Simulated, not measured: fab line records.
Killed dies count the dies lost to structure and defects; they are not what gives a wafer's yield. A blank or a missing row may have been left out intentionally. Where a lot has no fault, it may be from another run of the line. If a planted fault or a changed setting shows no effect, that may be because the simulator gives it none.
Split-lot study + flow n5 finfet + 21 wafers read across 7 lots, on a route 1938 steps long

== ABOUT THE SPLIT ==
At N5_BEOL_M7_EXPOSE_25 (exposes mask V6, target cd 40 nm), the setting dose mj was moved away from the recipe's 42.5 on 8 of the 21 wafers read, by -5.3% to +5.6%. The other wafers ran this setting at the recipe's value.

== FROM THE SPLIT TO THE READING: what the file shows between them, 2 steps ==
- N5_BEOL_M7_PEB_26: peb time 60 s
- N5_BEOL_M7_DEVELOP_27: develop time 30 s

== THE READING ==
cd nm, in nm, at N5_BEOL_M7_CD_MEAS_28 (target cd 40 nm). Fault-free wafers of this fab line usually give 40.05 nm, standard deviation 0.25 nm.

| wafer  | tool, chamber at the split | dose mj as run | against the recipe | cd nm, nm | against lot-mates on the recipe |
|--------|----------------------------|----------------|--------------------|-----------|---------------------------------|
| L074.2 | euv scanner-01, 0          | 41.21          | -3.0%              | 39.09     | -0.85                           |
| L074.3 | euv scanner-01, 0          | 42.5           | recipe             | 40.11     | -                               |
| L074.6 | euv scanner-01, 0          | 42.5           | recipe             | 39.77     | -                               |
| L075.1 | euv scanner-01, 0          | 42.5           | recipe             | 40.58     | -                               |
| L075.4 | euv scanner-01, 0          | 42.5           | recipe             | 40.16     | -                               |
| L075.6 | euv scanner-01, 0          | 42.5           | recipe             | 40.20     | -                               |
| L086.3 | euv scanner-01, 0          | 40.56          | -4.6%              | 38.98     | -1.01                           |
| L086.5 | euv scanner-01, 0          | 42.5           | recipe             | 39.99     | -                               |
| L086.6 | euv scanner-01, 0          | 40.56          | -4.6%              | 38.98     | -1.01                           |
| L088.2 | euv scanner-01, 0          | 42.5           | recipe             | 40.20     | -                               |
| L088.3 | euv scanner-01, 0          | 42.5           | recipe             | 40.30     | -                               |
| L088.6 | euv scanner-01, 0          | 43.64          | +2.7%              | 41.03     | +0.78                           |
| L089.1 | euv scanner-02, 0          | 42.5           | recipe             | 40.06     | -                               |
| L089.4 | euv scanner-02, 0          | 44.87          | +5.6%              | 41.01     | +0.98                           |
| L089.6 | euv scanner-02, 0          | 42.5           | recipe             | 40.00     | -                               |
| L096.1 | euv scanner-01, 0          | 41.64          | -2.0%              | 40.22     | -0.49                           |
| L096.2 | euv scanner-01, 0          | 42.5           | recipe             | 40.71     | -                               |
| L096.6 | euv scanner-01, 0          | 41.64          | -2.0%              | 39.93     | -0.78                           |
| L095.1 | euv scanner-01, 0          | 42.5           | recipe             | 39.90     | -                               |
| L095.3 | euv scanner-01, 0          | 40.23          | -5.3%              | 38.89     | -0.99                           |
| L095.4 | euv scanner-01, 0          | 42.5           | recipe             | 39.86     | -                               |

FIT RESULTS
A straight line over all 21 wafers: cd nm changes by +0.222 nm for each +1% of dose mj; r = +0.88; the points scatter about the line by 0.29 nm.
The same after taking each lot's own level away (the mean of its wafers on the recipe; 21 wafers): +0.214 nm for each +1%; r = +0.96; scatter 0.15 nm.
On that fit, the largest move of dose mj shifts the reading by 1.2 nm.
The span of the lots' own levels, 39.880 to 40.710 nm, comes to 3.3 times the standard deviation stated above.
Hence the lot-to-lot level has little effect on the slope; both slopes agree.
Check: +1.28 nm against its lot-mates is what the line predicts for one of the wafers moved furthest among these (+5.6%) when that wafer is left out of the fit. It came out at +0.98 nm against them.

== OTHER SPLITS APPLIED TO THESE WAFERS ==
These wafers also went through other splits before the reading. Each is held against what the fit with the lots' levels taken away leaves over:
| other split on the same wafers | wafers away from the commonest value | r with cd nm (lot level and that fit taken away) |
|--------------------------------|--------------------------------------|--------------------------------------------------|
| N5_BEOL_M6_ILD_DEP_00 time s   | 10                                   | -0.09                                            |
| N5_BEOL_M6_PECVD_70 temp c     | 8                                    | +0.25                                            |

== THE WHOLE CHAIN: every reading that the file lists as answering this split, in the file's order ==
| step                   | what it does                                                        | reading                                                        | change (the file's fit)               | r (the file's) |
|------------------------|---------------------------------------------------------------------|----------------------------------------------------------------|---------------------------------------|----------------|
| N5_BEOL_M7_CD_MEAS_28  | target cd 40 nm                                                     | cd nm                                                          | +0.211 nm for each +1% of the setting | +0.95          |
| N5_BEOL_M7_DESCUM_33   | chemistry O2, time 7 s                                              | BEOL_M7.cd nm (the simulator's own value, which no gauge read) | +0.217 nm for each +1% of the setting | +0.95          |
| N5_BEOL_M7_ETCH_72     | etches underlayer in N2/H2, target depth 6.5 nm, time 5.2 s         | BEOL_M7.cd nm (the simulator's own value, which no gauge read) | +0.228 nm for each +1% of the setting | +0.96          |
| N5_BEOL_M7_ETCH_66     | etches SOC in N2/H2, target depth 80 nm, overetch 16 nm, time 120 s | BEOL_M7.cd nm (the simulator's own value, which no gauge read) | +0.249 nm for each +1% of the setting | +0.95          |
| N5_BEOL_M7_VIA_ETCH_34 | etches SiCOH lowk in C4F6/O2, target depth 125.5 nm, time 50.5 s    | BEOL_M7.cd nm (the simulator's own value, which no gauge read) | +0.244 nm for each +1% of the setting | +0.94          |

== FILE'S OWN FIT ==
cd nm changes by +0.211 nm for each +1% of dose mj, r = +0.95.
